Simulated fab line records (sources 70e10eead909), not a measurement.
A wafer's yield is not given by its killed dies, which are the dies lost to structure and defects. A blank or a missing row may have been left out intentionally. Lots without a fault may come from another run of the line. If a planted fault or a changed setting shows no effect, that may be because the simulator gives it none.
A lot that was struck, set against a sound lot    flow nand harc    28 out of 1159 route steps
Sound: these wafers, L366.1, L366.2, L366.5. Struck: wafers L373.1, L373.3, L373.6. The cause comes at the end.
Order at every step that has rows: each side's tool, ch and its chambers, its first start. Under that, the readings that differ: sound wafers    struck wafers    difference of the means    sigmas: that difference in standard deviations of wafers without a fault.
alike: readings whose means differ by less than 2 such deviations, and words and numbers that are the same on both sides. not compared: withheld readings, readings that some wafer has no value for, bounds like >300 that may hide the same value, and numbers for which the record gives no deviation and whose values overlap.
The two part at a step that has a row with sigmas, a row that says differs or no value, or rows on one side only. Numbers that have no deviation but don't overlap get no sigmas and don't part them. A reading that every wafer of one side lacks parts them only if that side has two wafers or more.

first, 6 steps without rows for these wafers: NHARC_A_ONON_D1_DEP_06 (target thk 1000 nm); NHARC_A_ONON_D1_DEP_09 (target thk 1000 nm); NHARC_A_ONON_D1_DEP_12 (target thk 1000 nm); NHARC_A_ONON_D1_ANNEAL_15 (time 3600 s); NHARC_A_ONON_D1_DEP_16 (target thk 1000 nm); NHARC_A_ONON_D1_DEP_19 (target thk 1000 nm).
NHARC_A_ONON_D1_DEP_22: target thk 1000 nm.
  sound on pecvd onon-03 ch 0, day 11 08:18; struck on pecvd onon-01 ch 0, day 12 16:44
reading               sound              struck             difference  sigmas
nh3 flow sccm (sccm)  500.3 496.5 499.7  502.3 502.9 502.0  +3.6        +2
then, 20 steps without rows for these wafers: NHARC_A_ONON_D1_DEP_25 (target thk 1000 nm); NHARC_A_ONON_D1_DEP_28 (target thk 1000 nm); NHARC_A_ONON_D1_DEP_33 (deposits SiO2, target thk 200 nm); NHARC_A_CHANNEL_HOLE_D1_DEP_00 (deposits aC, target thk 3100 nm); NHARC_A_CHANNEL_HOLE_D1_DEP_01 (deposits SiON, target thk 140 nm); NHARC_A_CHANNEL_HOLE_D1_DEHYDRATE_02 (time 120 s); NHARC_A_CHANNEL_HOLE_D1_HMDS_03 (time 30 s); NHARC_A_CHANNEL_HOLE_D1_COAT_36 (time 75 s); NHARC_A_CHANNEL_HOLE_D1_COAT_37 (time 65 s); NHARC_A_CHANNEL_HOLE_D1_COAT_04 (resist thk 90 nm); NHARC_A_CHANNEL_HOLE_D1_SOFTBAKE_05 (time 55 s); NHARC_A_CHANNEL_HOLE_D1_EBR_06; NHARC_A_CHANNEL_HOLE_D1_EXPOSE_07 (exposes mask HOLE D1, target cd 100 nm); NHARC_A_CHANNEL_HOLE_D1_PEB_08 (peb time 65 s); NHARC_A_CHANNEL_HOLE_D1_DEVELOP_09 (develop time 35 s); NHARC_A_CHANNEL_HOLE_D1_DESCUM_15 (chemistry O2, time 3 s); NHARC_A_CHANNEL_HOLE_D1_ETCH_38 (etches the open film in CF4, target depth 39 nm, time 65 s); NHARC_A_CHANNEL_HOLE_D1_ETCH_39 (etches the open film in N2/H2, target depth 260 nm, time 325 s); NHARC_A_CHANNEL_HOLE_D1_ETCH_34 (etches the open film in CF4/CHF3, target depth 154 nm, time 77 s); NHARC_A_CHANNEL_HOLE_D1_ETCH_16 (etches the open film in O2/COS, target depth 3100 nm, time 806 s).
-- jump in the record: it breaks off in module A_CHANNEL_HOLE_D1 and resumes in module END (first step shown: number 1159 of the route), and 11 days separate the struck wafers' starts before and after --
NHARC_END_SORT_01:
  here the record holds rows for the struck wafers (prober-02 ch 0, day 23 22:19) but none for the sound ones

## WHERE THEY PART
Earliest at NHARC_A_ONON_D1_DEP_22; latest, in this record, at NHARC_END_SORT_01.

WHY: the cause the simulator had injected
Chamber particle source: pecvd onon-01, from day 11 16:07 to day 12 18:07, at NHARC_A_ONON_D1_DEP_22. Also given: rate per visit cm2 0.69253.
